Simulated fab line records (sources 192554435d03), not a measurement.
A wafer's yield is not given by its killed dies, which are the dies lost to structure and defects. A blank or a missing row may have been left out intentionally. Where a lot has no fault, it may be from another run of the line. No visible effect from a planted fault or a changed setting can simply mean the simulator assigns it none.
Which tool was responsible? / flow n5_finfet / Sampling: 10 lots, 29 wafers, 6 of 1938 route steps

WHAT THE GAUGES SHOWED, per wafer
N5_BEOL_M4_THK_MEAS_01.
lot=L101; measured=day 7 05:09; on=film_metro-02; M4_ILD_THK (nm)=79.5 79.8 80.0
lot=L104; measured=day 7 23:22; on=film_metro-02; M4_ILD_THK (nm)=78.6 79.8 79.9
lot=L105; measured=day 8 12:18; on=film_metro-02; M4_ILD_THK (nm)=78.9 78.6 80.9
lot=L107; measured=day 9 00:21; on=film_metro-02; M4_ILD_THK (nm)=79.0 79.9 80.0
lot=L109; measured=day 9 13:21; on=film_metro-01; M4_ILD_THK (nm)=78.3 80.7 80.0
lot=L110; measured=day 9 18:01; on=film_metro-02; M4_ILD_THK (nm)=77.1 77.8
lot=L114; measured=day 10 23:53; on=film_metro-02; M4_ILD_THK (nm)=77.5 78.7 78.7
lot=L118; measured=day 11 18:56; on=film_metro-02; M4_ILD_THK (nm)=78.6 104.8 80.1
lot=L123; measured=day 12 16:17; on=film_metro-02; M4_ILD_THK (nm)=78.4 78.9 79.2
lot=L124; measured=day 13 17:41; on=film_metro-02; M4_ILD_THK (nm)=79.2 78.8 78.7

N5_BEOL_M4_RC_MEAS_101.
lot=L101; measured=day 7 14:54; on=prober-01; CHAIN_V3 (ohm/link)=229 229 227; CHAIN_V3_max_site (ohm/link)=232 234 238; DIBL_N (mV/V)=37.0 35.4 37.2; DIBL_P (mV/V)=37.6 34.6 38.3; IOFF_N (nA/um)=0.149 0.118 0.144; IOFF_P (nA/um)=0.21 0.17 0.22; ION_N (uA/um)=664 654 664; ION_P (uA/um)=462 457 461; SS_N (mV/dec)=71.6 71.8 71.6; SS_P (mV/dec)=73.3 72.9 73.2; VT_N (mV)=249 255 252; VT_P (mV)=-251 -254 -251
lot=L104; measured=day 8 09:32; on=prober-01; CHAIN_V3 (ohm/link)=217 227 214; CHAIN_V3_max_site (ohm/link)=223 235 219; DIBL_N (mV/V)=37.8 35.9 36.7; DIBL_P (mV/V)=37.3 34.2 36.4; IOFF_N (nA/um)=0.161 0.137 0.148; IOFF_P (nA/um)=0.24 0.19 0.22; ION_N (uA/um)=666 672 654; ION_P (uA/um)=464 462 454; SS_N (mV/dec)=71.8 72.3 71.5; SS_P (mV/dec)=73.8 72.5 73.3; VT_N (mV)=249 250 253; VT_P (mV)=-246 -249 -247
lot=L105; measured=day 9 00:53; on=prober-02; CHAIN_V3 (ohm/link)=238 217 237; CHAIN_V3_max_site (ohm/link)=246 223 247; DIBL_N (mV/V)=34.6 36.3 35.7; DIBL_P (mV/V)=34.7 36.2 35.8; IOFF_N (nA/um)=0.141 0.157 0.162; IOFF_P (nA/um)=0.19 0.21 0.21; ION_N (uA/um)=683 676 677; ION_P (uA/um)=467 466 469; SS_N (mV/dec)=70.9 72.1 71.3; SS_P (mV/dec)=72.6 73.3 72.5; VT_N (mV)=250 249 249; VT_P (mV)=-252 -250 -249
lot=L107; measured=day 9 07:42; on=prober-02; CHAIN_V3 (ohm/link)=225 225 218; CHAIN_V3_max_site (ohm/link)=233 239 227; DIBL_N (mV/V)=38.1 36.5 37.6; DIBL_P (mV/V)=37.4 35.2 35.9; IOFF_N (nA/um)=0.169 0.151 0.170; IOFF_P (nA/um)=0.23 0.20 0.20; ION_N (uA/um)=670 679 669; ION_P (uA/um)=461 469 458; SS_N (mV/dec)=72.0 71.3 71.9; SS_P (mV/dec)=73.6 73.0 73.2; VT_N (mV)=250 249 247; VT_P (mV)=-250 -250 -251
lot=L109; measured=day 10 03:05; on=prober-02; CHAIN_V3 (ohm/link)=228 231 235; CHAIN_V3_max_site (ohm/link)=235 241 246; DIBL_N (mV/V)=37.8 37.4 36.2; DIBL_P (mV/V)=38.2 37.0 36.6; IOFF_N (nA/um)=0.171 0.156 0.140; IOFF_P (nA/um)=0.24 0.21 0.21; ION_N (uA/um)=679 670 657; ION_P (uA/um)=470 456 465; SS_N (mV/dec)=72.0 71.8 71.6; SS_P (mV/dec)=74.1 73.5 73.0; VT_N (mV)=250 254 249; VT_P (mV)=-249 -249 -250
lot=L110; measured=day 10 04:53; on=prober-02; CHAIN_V3 (ohm/link)=216 227; CHAIN_V3_max_site (ohm/link)=225 236; DIBL_N (mV/V)=37.8 36.9; DIBL_P (mV/V)=37.7 36.1; IOFF_N (nA/um)=0.172 0.151; IOFF_P (nA/um)=0.25 0.23; ION_N (uA/um)=677 676; ION_P (uA/um)=474 466; SS_N (mV/dec)=71.8 71.4; SS_P (mV/dec)=73.7 73.1; VT_N (mV)=247 249; VT_P (mV)=-246 -247
lot=L114; measured=day 11 08:40; on=prober-01; CHAIN_V3 (ohm/link)=220 217 220; CHAIN_V3_max_site (ohm/link)=225 223 226; DIBL_N (mV/V)=36.7 34.2 36.9; DIBL_P (mV/V)=38.0 34.1 37.7; IOFF_N (nA/um)=0.168 0.113 0.155; IOFF_P (nA/um)=0.23 0.17 0.22; ION_N (uA/um)=687 656 670; ION_P (uA/um)=464 460 470; SS_N (mV/dec)=71.7 70.8 71.5; SS_P (mV/dec)=73.1 73.2 74.0; VT_N (mV)=249 256 250; VT_P (mV)=-249 -254 -250
lot=L118; measured=day 12 05:31; on=prober-01; CHAIN_V3 (ohm/link)=223 - 233; CHAIN_V3_max_site (ohm/link)=230 - 244; DIBL_N (mV/V)=35.6 36.9 36.6; DIBL_P (mV/V)=37.1 37.5 37.7; IOFF_N (nA/um)=0.150 0.166 0.169; IOFF_P (nA/um)=0.19 0.19 0.20; ION_N (uA/um)=663 676 675; ION_P (uA/um)=457 460 457; SS_N (mV/dec)=71.3 72.4 72.3; SS_P (mV/dec)=73.5 73.6 73.7; VT_N (mV)=253 248 251; VT_P (mV)=-254 -254 -254
lot=L123; measured=day 13 18:02; on=prober-02; CHAIN_V3 (ohm/link)=231 240 225; CHAIN_V3_max_site (ohm/link)=234 250 232; DIBL_N (mV/V)=37.1 37.5 37.6; DIBL_P (mV/V)=37.1 37.7 37.6; IOFF_N (nA/um)=0.173 0.192 0.198; IOFF_P (nA/um)=0.30 0.32 0.31; ION_N (uA/um)=677 689 686; ION_P (uA/um)=479 481 473; SS_N (mV/dec)=71.4 72.1 72.0; SS_P (mV/dec)=73.3 73.7 74.3; VT_N (mV)=246 247 245; VT_P (mV)=-241 -242 -244
lot=L124; measured=day 14 09:27; on=prober-01; CHAIN_V3 (ohm/link)=248 242 247; CHAIN_V3_max_site (ohm/link)=256 249 254; DIBL_N (mV/V)=36.2 36.6 34.8; DIBL_P (mV/V)=36.8 36.4 36.0; IOFF_N (nA/um)=0.181 0.180 0.168; IOFF_P (nA/um)=0.23 0.23 0.23; ION_N (uA/um)=684 680 686; ION_P (uA/um)=469 468 473; SS_N (mV/dec)=71.1 70.9 71.5; SS_P (mV/dec)=73.3 72.5 73.6; VT_N (mV)=247 246 244; VT_P (mV)=-247 -248 -247

WHICH TOOL RAN EACH LOT (tool, then ch and the chambers of the sampled wafers, then the start)
lot=L101; N5_BEOL_M3_ANNEAL_87=pvd_sputter-01, day 7 02:46; N5_BEOL_M3_ANNEAL_89=pvd_sputter-01, day 7 02:59; N5_BEOL_M3_SPUTTER_96=pvd_sputter-01, day 7 03:47; N5_BEOL_M4_ILD_DEP_00=pecvd-02 ch 0,1, day 7 05:05
lot=L104; N5_BEOL_M3_ANNEAL_87=pvd_sputter-03, day 7 21:10; N5_BEOL_M3_ANNEAL_89=pvd_sputter-03, day 7 21:23; N5_BEOL_M3_SPUTTER_96=pvd_sputter-03, day 7 22:11; N5_BEOL_M4_ILD_DEP_00=pecvd-03 ch 0,2, day 7 23:18
lot=L105; N5_BEOL_M3_ANNEAL_87=pvd_sputter-02, day 8 09:44; N5_BEOL_M3_ANNEAL_89=pvd_sputter-02, day 8 09:57; N5_BEOL_M3_SPUTTER_96=pvd_sputter-02, day 8 10:45; N5_BEOL_M4_ILD_DEP_00=pecvd-03 ch 0,1,2, day 8 12:14
lot=L107; N5_BEOL_M3_ANNEAL_87=pvd_sputter-02, day 8 22:08; N5_BEOL_M3_ANNEAL_89=pvd_sputter-02, day 8 22:22; N5_BEOL_M3_SPUTTER_96=pvd_sputter-02, day 8 23:10; N5_BEOL_M4_ILD_DEP_00=pecvd-03 ch 1,2, day 9 00:17
lot=L109; N5_BEOL_M3_ANNEAL_87=pvd_sputter-01, day 9 11:09; N5_BEOL_M3_ANNEAL_89=pvd_sputter-01, day 9 11:22; N5_BEOL_M3_SPUTTER_96=pvd_sputter-01, day 9 12:10; N5_BEOL_M4_ILD_DEP_00=pecvd-03 ch 0,1,2, day 9 13:17
lot=L110; N5_BEOL_M3_ANNEAL_87=pvd_sputter-01, day 9 15:49; N5_BEOL_M3_ANNEAL_89=pvd_sputter-01, day 9 16:02; N5_BEOL_M3_SPUTTER_96=pvd_sputter-01, day 9 16:50; N5_BEOL_M4_ILD_DEP_00=pecvd-02 ch 1,2, day 9 17:57
lot=L114; N5_BEOL_M3_ANNEAL_87=pvd_sputter-01, day 10 21:30; N5_BEOL_M3_ANNEAL_89=pvd_sputter-01, day 10 21:43; N5_BEOL_M3_SPUTTER_96=pvd_sputter-01, day 10 22:31; N5_BEOL_M4_ILD_DEP_00=pecvd-04 ch 0,1, day 10 23:49
lot=L118; N5_BEOL_M3_ANNEAL_87=pvd_sputter-03, day 11 16:44; N5_BEOL_M3_ANNEAL_89=pvd_sputter-03, day 11 16:58; N5_BEOL_M3_SPUTTER_96=pvd_sputter-03, day 11 17:46; N5_BEOL_M4_ILD_DEP_00=pecvd-03 ch 0,1, day 11 18:52
lot=L123; N5_BEOL_M3_ANNEAL_87=pvd_sputter-03, day 12 14:03; N5_BEOL_M3_ANNEAL_89=pvd_sputter-03, day 12 14:16; N5_BEOL_M3_SPUTTER_96=pvd_sputter-03, day 12 15:04; N5_BEOL_M4_ILD_DEP_00=pecvd-02 ch 0,2, day 12 16:13
lot=L124; N5_BEOL_M3_ANNEAL_87=pvd_sputter-02, day 13 15:28; N5_BEOL_M3_ANNEAL_89=pvd_sputter-02, day 13 15:41; N5_BEOL_M3_SPUTTER_96=pvd_sputter-02, day 13 16:29; N5_BEOL_M4_ILD_DEP_00=pecvd-02 ch 0,1,2, day 13 17:37
- N5_BEOL_M3_ANNEAL_87: time 240 s.
- N5_BEOL_M3_ANNEAL_89: time 240 s.
- N5_BEOL_M3_SPUTTER_96: material Cu, target thk 4.5 nm, time 8.29 s.
- N5_BEOL_M4_ILD_DEP_00: deposits SiOC from DEMS/O2, target thk 79 nm, time 15.3 s.

WHAT THE TOOLS THEMSELVES READ (means of the sampled wafers that have a number; where no wafer has one, the mark that the record gives instead)
N5_BEOL_M3_ANNEAL_87.
lot=L101; tool=pvd_sputter-01; heater_power_w (W)=815
lot=L104; tool=pvd_sputter-03; heater_power_w (W)=835
lot=L105; tool=pvd_sputter-02; heater_power_w (W)=841
lot=L107; tool=pvd_sputter-02; heater_power_w (W)=848
lot=L109; tool=pvd_sputter-01; heater_power_w (W)=868
lot=L110; tool=pvd_sputter-01; heater_power_w (W)=885
lot=L114; tool=pvd_sputter-01; heater_power_w (W)=881
lot=L118; tool=pvd_sputter-03; heater_power_w (W)=753
lot=L123; tool=pvd_sputter-03; heater_power_w (W)=738
lot=L124; tool=pvd_sputter-02; heater_power_w (W)=851

N5_BEOL_M3_ANNEAL_89.
lot=L101; tool=pvd_sputter-01; heater_power_w (W)=821
lot=L104; tool=pvd_sputter-03; heater_power_w (W)=831
lot=L105; tool=pvd_sputter-02; heater_power_w (W)=838
lot=L107; tool=pvd_sputter-02; heater_power_w (W)=856
lot=L109; tool=pvd_sputter-01; heater_power_w (W)=879
lot=L110; tool=pvd_sputter-01; heater_power_w (W)=868
lot=L114; tool=pvd_sputter-01; heater_power_w (W)=878
lot=L118; tool=pvd_sputter-03; heater_power_w (W)=752
lot=L123; tool=pvd_sputter-03; heater_power_w (W)=743
lot=L124; tool=pvd_sputter-02; heater_power_w (W)=848

N5_BEOL_M3_SPUTTER_96.
lot=L101; tool=pvd_sputter-01; throttle_valve_pct (%)=29.4
lot=L104; tool=pvd_sputter-03; throttle_valve_pct (%)=31.5
lot=L105; tool=pvd_sputter-02; throttle_valve_pct (%)=29.4
lot=L107; tool=pvd_sputter-02; throttle_valve_pct (%)=29.6
lot=L109; tool=pvd_sputter-01; throttle_valve_pct (%)=28.7
lot=L110; tool=pvd_sputter-01; throttle_valve_pct (%)=29.4
lot=L114; tool=pvd_sputter-01; throttle_valve_pct (%)=29.6
lot=L118; tool=pvd_sputter-03; throttle_valve_pct (%)=29.2
lot=L123; tool=pvd_sputter-03; throttle_valve_pct (%)=29.8
lot=L124; tool=pvd_sputter-02; throttle_valve_pct (%)=29.3

N5_BEOL_M4_ILD_DEP_00.
lot=L101; tool=pecvd-02; heater_power_w (W)=522; showerhead_plenum_p_Torr (Torr)=5.697; showerhead_vpp_V (V)=1425; throttle_valve_pct (%)=11.8
lot=L104; tool=pecvd-03; heater_power_w (W)=463; showerhead_plenum_p_Torr (Torr)=5.684; showerhead_vpp_V (V)=1412; throttle_valve_pct (%)=12.9
lot=L105; tool=pecvd-03; heater_power_w (W)=424; showerhead_plenum_p_Torr (Torr)=5.695; showerhead_vpp_V (V)=1387; throttle_valve_pct (%)=12.0
lot=L107; tool=pecvd-03; heater_power_w (W)=392; showerhead_plenum_p_Torr (Torr)=5.704; showerhead_vpp_V (V)=1365; throttle_valve_pct (%)=11.4
lot=L109; tool=pecvd-03; heater_power_w (W)=420; showerhead_plenum_p_Torr (Torr)=5.693; showerhead_vpp_V (V)=1384; throttle_valve_pct (%)=12.2
lot=L110; tool=pecvd-02; heater_power_w (W)=478; showerhead_plenum_p_Torr (Torr)=5.673; showerhead_vpp_V (V)=1430; throttle_valve_pct (%)=11.8
lot=L114; tool=pecvd-04; heater_power_w (W)=527; showerhead_plenum_p_Torr (Torr)=5.694; showerhead_vpp_V (V)=1452; throttle_valve_pct (%)=11.9
lot=L118; tool=pecvd-03; heater_power_w (W)=383; showerhead_plenum_p_Torr (Torr)=5.695; showerhead_vpp_V (V)=1400; throttle_valve_pct (%)=12.6
lot=L123; tool=pecvd-02; heater_power_w (W)=557; showerhead_plenum_p_Torr (Torr)=5.671; showerhead_vpp_V (V)=1451; throttle_valve_pct (%)=11.8
lot=L124; tool=pecvd-02; heater_power_w (W)=531; showerhead_plenum_p_Torr (Torr)=5.685; showerhead_vpp_V (V)=1425; throttle_valve_pct (%)=11.7

THE ANSWER, worked out from the rows above alone
Rule: the lots themselves supply what counts as usual. The widest of any qualifying gaps counts: lots, ordered by their means at a reading, are off when they make up no more than a third of the lots, leave a main group of 4 or more, and stand apart from it by 3 or more times the standard deviation of that group's means. A main group is skipped when, at the precision printed for the reading in the tables above, its means are all equal. A lot without any number at a reading at which 4 lots or more have one is off too. Where the step has rows for the other lots, those lots are counted as sound. The gauges are gone through in route order, then the tools' own readings, and for those a lot's mean is taken as printed above. At the first step where some lot is off, the reading lying furthest off is the one used; lots without a number count as furthest.
Off: L118, seen at N5_BEOL_M4_THK_MEAS_01 (M4_ILD_THK). The main group has a mean of 79.0 nm with a standard deviation of 0.73.
If a tool, at a process step before that reading, ran all the lots that are off and no sound lot after the first of them, it fits. The gauges at N5_BEOL_M4_THK_MEAS_01 aren't tried: what is off there is off at N5_BEOL_M3_ANNEAL_89 too, on other tools, and a gauge's error can't cause that. One candidate fits, namely pecvd-03 at N5_BEOL_M4_ILD_DEP_00. A fault onset in the window from L109 (day 9 13:17, its last sound lot) to L118 (day 11 18:52, its first lot off) fits.

WHAT HAD BEEN PUT IN BY THE SIMULATOR
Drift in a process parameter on pecvd-03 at N5_BEOL_M4_ILD_DEP_00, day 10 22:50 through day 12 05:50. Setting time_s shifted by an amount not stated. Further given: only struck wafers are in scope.
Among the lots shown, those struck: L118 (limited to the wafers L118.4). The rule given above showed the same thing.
